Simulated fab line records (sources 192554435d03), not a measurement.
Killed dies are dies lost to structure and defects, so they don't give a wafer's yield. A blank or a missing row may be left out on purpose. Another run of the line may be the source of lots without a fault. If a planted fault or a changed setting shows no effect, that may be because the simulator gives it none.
Which tool did it? | flow n5_finfet | 25 wafers from 9 lots sampled at 7 of the route's 1938 steps

## WHAT THE GAUGES SHOWED, per wafer
N5_BEOL_M4_RC_MEAS_101. Usual: DIBL_N 36.0 mV/V, standard deviation 1.9; DIBL_P 35.6 mV/V, standard deviation 2.4; IOFF_N 0.16 nA/um, standard deviation 0.036; IOFF_P 0.21 nA/um, standard deviation 0.04; ION_N 673 uA/um, standard deviation 14; ION_P 460 uA/um, standard deviation 8.9; SS_N 71.5 mV/dec, standard deviation 0.67; SS_P 73.2 mV/dec, standard deviation 0.73; VT_N 249 mV, standard deviation 3.6; VT_P -250 mV, standard deviation 3.7.
lot  | measured     | on        | DIBL_N (mV/V)  | DIBL_P (mV/V)  | IOFF_N (nA/um) | IOFF_P (nA/um) | ION_N (uA/um) | ION_P (uA/um) | SS_N (mV/dec)  | SS_P (mV/dec)  | VT_N (mV)   | VT_P (mV)      | flag
L594 | day 8 01:23  | prober-02 | 35.0 31.5 34.7 | 35.2 31.6 35.5 | 0.15 0.10 0.14 | 0.16 0.12 0.16 | 683 661 668   | 458 449 456   | 72.3 70.8 71.4 | 72.4 71.6 72.9 | 252 259 252 | -255 -261 -256 |
L597 | day 8 16:07  | prober-01 | 33.6 33.5      | 33.5 33.5      | 0.14 0.15      | 0.19 0.19      | 665 677       | 457 464       | 70.7 71.2      | 72.8 73.3      | 250 249     | -251 -249      |
L601 | day 9 19:20  | prober-01 | 37.1 36.2      | 38.2 34.7      | 0.20 0.17      | 0.28 0.22      | 693 663       | 476 459       | 72.1 71.8      | 73.3 72.7      | 245 248     | -243 -247      |
L604 | day 10 11:40 | prober-01 | 35.5 38.2 33.9 | 35.0 38.7 32.8 | 0.14 0.18 0.11 | 0.18 0.23 0.15 | 663 682 653   | 460 470 453   | 71.0 71.9 70.6 | 72.9 74.3 72.7 | 250 250 255 | -253 -249 -254 |
L605 | day 10 15:28 | prober-01 | 37.1 40.2 37.7 | 36.9 39.4 37.0 | 0.19 0.22 0.19 | 0.23 0.28 0.22 | 683 673 681   | 465 464 464   | 71.3 71.7 71.9 | 74.6 74.8 74.1 | 246 246 247 | -250 -246 -247 |
L612 | day 12 12:13 | prober-02 | 34.6 33.1 36.2 | 35.0 32.2 36.5 | 0.15 0.11 0.16 | 0.19 0.15 0.21 | 677 664 672   | 467 461 468   | 71.4 70.9 71.1 | 73.3 72.4 73.8 | 249 254 249 | -251 -255 -249 |
L614 | day 12 22:08 | prober-01 | 33.6 33.4 35.7 | 33.4 34.0 36.4 | 0.13 0.12 0.15 | 0.21 0.21 0.25 | 656 667 667   | 457 469 461   | 71.0 70.7 72.1 | 73.3 72.3 74.2 | 249 253 248 | -245 -245 -247 |
L615 | day 13 07:47 | prober-02 | 38.9 36.5 37.4 | 38.7 34.8 36.9 | 0.20 0.15 0.17 | 0.23 0.17 0.20 | 689 670 668   | 460 447 459   | 71.7 71.3 72.0 | 74.6 73.3 73.7 | 243 250 247 | -252 -254 -252 |
L616 | day 13 22:50 | prober-02 | 34.9 34.4 34.5 | 36.5 35.7 35.4 | 0.16 0.15 0.14 | 0.20 0.19 0.18 | 684 678 664   | 467 459 456   | 71.0 71.3 71.2 | 72.7 72.7 72.9 | 248 251 250 | -249 -254 -253 |

N5_BEOL_M9_THK_MEAS_53: measures by xrf. Usual: for M9_THK the level is 142 nm and the standard deviation is 3.2.
lot  | measured     | on            | M9_THK (nm) | flag
L594 | day 10 00:32 | film_metro-01 | 136 142 140 |
L597 | day 10 13:19 | film_metro-02 | 136 145     |
L601 | day 12 00:52 | film_metro-01 | 144 142     |
L604 | day 12 06:59 | film_metro-01 | 327 329 327 | OFF
L605 | day 12 07:51 | film_metro-01 | 328 325 328 | OFF
L612 | day 14 06:19 | film_metro-02 | 137 141 142 |
L614 | day 14 18:41 | film_metro-01 | 147 150 141 |
L615 | day 15 06:24 | film_metro-02 | 138 143 143 |
L616 | day 15 19:19 | film_metro-01 | 143 143 143 |

N5_BEOL_M9_RS_MEAS_57: uses a four-point probe to measure. Usual: for M9_RS the level is 0.152 ohm/sq and the standard deviation is 0.0036.
lot  | measured     | on            | M9_RS (ohm/sq)    | flag
L594 | day 10 00:40 | film_metro-01 | 0.159 0.150 0.154 |
L597 | day 10 13:27 | film_metro-02 | 0.159 0.148       |
L601 | day 12 01:00 | film_metro-02 | 0.151 0.154       |
L604 | day 12 07:07 | film_metro-01 | 0.060 0.060 0.060 | OFF
L605 | day 12 07:59 | film_metro-02 | 0.060 0.061 0.060 | OFF
L612 | day 14 06:29 | film_metro-01 | 0.158 0.153 0.152 |
L614 | day 14 18:50 | film_metro-02 | 0.146 0.143 0.153 |
L615 | day 15 06:32 | film_metro-01 | 0.157 0.152 0.151 |
L616 | day 15 19:27 | film_metro-02 | 0.150 0.149 0.151 |

N5_BEOL_M9_INSPECT_58: inspects for defects (darkfield). Usual: raw_defect_count at 74, with a standard deviation of 24.
lot  | measured     | on                | raw_defect_count | flag
L594 | day 10 00:41 | defect_inspect-02 | 91 58 58         |
L597 | day 10 13:29 | defect_inspect-01 | 99 80            |
L601 | day 12 01:02 | defect_inspect-01 | 145 72           |
L604 | day 12 07:09 | defect_inspect-02 | 4367 4412 4356   | OFF
L605 | day 12 08:01 | defect_inspect-02 | 4425 4332 4330   | OFF
L612 | day 14 06:31 | defect_inspect-01 | 77 56 129        |
L614 | day 14 18:52 | defect_inspect-02 | 109 82 54        |
L615 | day 15 06:34 | defect_inspect-01 | 61 83 75         |
L616 | day 15 19:29 | defect_inspect-01 | 88 53 97         |

## EACH LOT AND THE TOOL THAT RAN IT (in order: tool; ch and the chambers of the sampled wafers; start)
lot  | N5_BEOL_M9_STRIP_36                | N5_BEOL_M9_SURFACE_TREAT_79  | N5_BEOL_M9_CMP_52
L594 | rie_diel-03 ch 1,2,3, day 9 22:01  | pvd_sputter-01, day 9 23:15  | cmp-04 ch 1,2,3, day 10 00:19
L597 | rie_diel-03 ch 1,3, day 10 10:53   | pvd_sputter-02, day 10 12:10 | cmp-04 ch 1,3, day 10 13:04
L601 | rie_diel-03 ch 0,2, day 11 22:29   | pvd_sputter-02, day 11 23:50 | cmp-02 ch 0,1, day 12 00:34
L604 | rie_diel-06 ch 0,1, day 12 04:41   | pvd_sputter-03, day 12 05:52 | cmp-02 ch 0,2, day 12 06:41
L605 | rie_diel-06 ch 0,1,3, day 12 05:07 | pvd_sputter-01, day 12 06:28 | cmp-01 ch 2,3, day 12 07:33
L612 | rie_diel-02 ch 0,2, day 14 02:56   | pvd_sputter-03, day 14 05:13 | cmp-02 ch 0,1,3, day 14 06:02
L614 | rie_diel-06 ch 0,3, day 14 14:29   | pvd_sputter-03, day 14 17:33 | cmp-04 ch 0,1, day 14 18:24
L615 | rie_diel-03 ch 0,1,2, day 15 03:20 | pvd_sputter-01, day 15 05:10 | cmp-01 ch 2,3, day 15 06:07
L616 | rie_diel-06 ch 1,3, day 15 13:58   | pvd_sputter-03, day 15 18:14 | cmp-01 ch 2,3, day 15 19:04
- N5_BEOL_M9_STRIP_36: strips in N2/H2.
- N5_BEOL_M9_SURFACE_TREAT_79
- N5_BEOL_M9_CMP_52: polishes, stops on SiCOH lowk, t overpolish 7 s, target thk 140 nm.

## WHAT THE TOOLS THEMSELVES READ (means of the sampled wafers that have a number; where no wafer has one, the mark that the record gives instead)
N5_BEOL_M9_STRIP_36. Usual: drypump_motor_current_A 5.5 A, standard deviation 0.56; oes_product_au 0.80 a.u., standard deviation 0.088; rf_vpp_V 59.3 V, standard deviation 1.4; showerhead_plenum_p_Torr 2.54 Torr, standard deviation 0.12; temp_c 39.99 C, standard deviation 0.12; throttle_valve_pct 23.6 %, standard deviation 0.31.
lot  | tool        | drypump_motor_current_A (A) | oes_product_au (a.u.) | rf_vpp_V (V) | showerhead_plenum_p_Torr (Torr) | temp_c (C) | throttle_valve_pct (%) | flag
L594 | rie_diel-03 | 5.6                         | 0.80                  | 60.5         | 2.52                            | 40.07      | 23.5                   |
L597 | rie_diel-03 | 5.8                         | 0.78                  | 59.5         | 2.54                            | 39.89      | 23.5                   |
L601 | rie_diel-03 | 5.6                         | 0.76                  | 60.6         | 2.54                            | 39.85      | 23.4                   |
L604 | rie_diel-06 | 5.7                         | 0.75                  | 59.8         | 2.56                            | 40.09      | 23.5                   |
L605 | rie_diel-06 | 5.5                         | 0.75                  | 60.6         | 2.53                            | 39.96      | 23.6                   |
L612 | rie_diel-02 | 5.7                         | 0.77                  | 59.2         | 2.40                            | 39.89      | 23.9                   |
L614 | rie_diel-06 | 5.7                         | 0.90                  | 59.8         | 2.66                            | 40.10      | 23.8                   |
L615 | rie_diel-03 | 5.4                         | 0.75                  | 60.0         | 2.58                            | 39.86      | 23.5                   |
L616 | rie_diel-06 | 4.9                         | 0.77                  | 58.7         | 2.56                            | 39.99      | 23.4                   |

N5_BEOL_M9_CMP_52. Usual: barrier_field_endpoint_s 29.2 s, standard deviation 1; clearing_platen_down_force_psi 1.500 psi, standard deviation 0.0032; motor_current_A 6.0 A, standard deviation 0.7; overpolish_run_s 6.999 s, standard deviation 0.0086; time_to_endpoint_s 68 s, standard deviation 4.9.
lot  | tool   | barrier_field_endpoint_s (s) | clearing_platen_down_force_psi (psi) | motor_current_A (A) | overpolish_run_s (s) | time_to_endpoint_s (s) | flag
L594 | cmp-04 | 28.6                         | 1.500                                | 6.3                 | 7.011                | 63                     |
L597 | cmp-04 | 29.9                         | 1.502                                | 5.8                 | 7.006                | 68                     |
L601 | cmp-02 | 29.2                         | 1.502                                | 5.8                 | 6.998                | 68                     |
L604 | cmp-02 | -                            | -                                    | -                   | -                    | -                      | OFF
L605 | cmp-01 | -                            | -                                    | -                   | -                    | -                      | OFF
L612 | cmp-02 | 29.2                         | 1.501                                | 5.6                 | 6.991                | 67                     |
L614 | cmp-04 | 29.0                         | 1.502                                | 6.0                 | 7.000                | 67                     |
L615 | cmp-01 | 29.8                         | 1.501                                | 5.5                 | 7.001                | 68                     |
L616 | cmp-01 | 30.1                         | 1.501                                | 5.5                 | 6.989                | 71                     |

## THE ANSWER, worked out from the rows above alone
Rule: a lot counts as off when the mean over its wafers that have a number is more than 3 standard deviations away from the usual mean. Also off: a lot with no number at a reading for which 4 or more lots have one. The other lots that the step has rows for count as sound. After the gauges, taken in route order, come the tools' own readings; for these a lot's mean is taken, as printed above. The first step at which some lot is off is used, and at that step the reading that is off furthest; a lot without a number counts as furthest.
Off: L604, L605, seen at N5_BEOL_M9_THK_MEAS_53 (M9_THK).
A tool fits if, at a process step before that reading, it ran every lot that is off, and no sound lot after the first of them. Not tried: the gauges at N5_BEOL_M9_THK_MEAS_53; whatever is off there is also off at N5_BEOL_M9_INSPECT_58, on other tools, and gauge error can't account for it. No candidate that was tried fits.

## WHAT THE SIMULATOR PUT IN
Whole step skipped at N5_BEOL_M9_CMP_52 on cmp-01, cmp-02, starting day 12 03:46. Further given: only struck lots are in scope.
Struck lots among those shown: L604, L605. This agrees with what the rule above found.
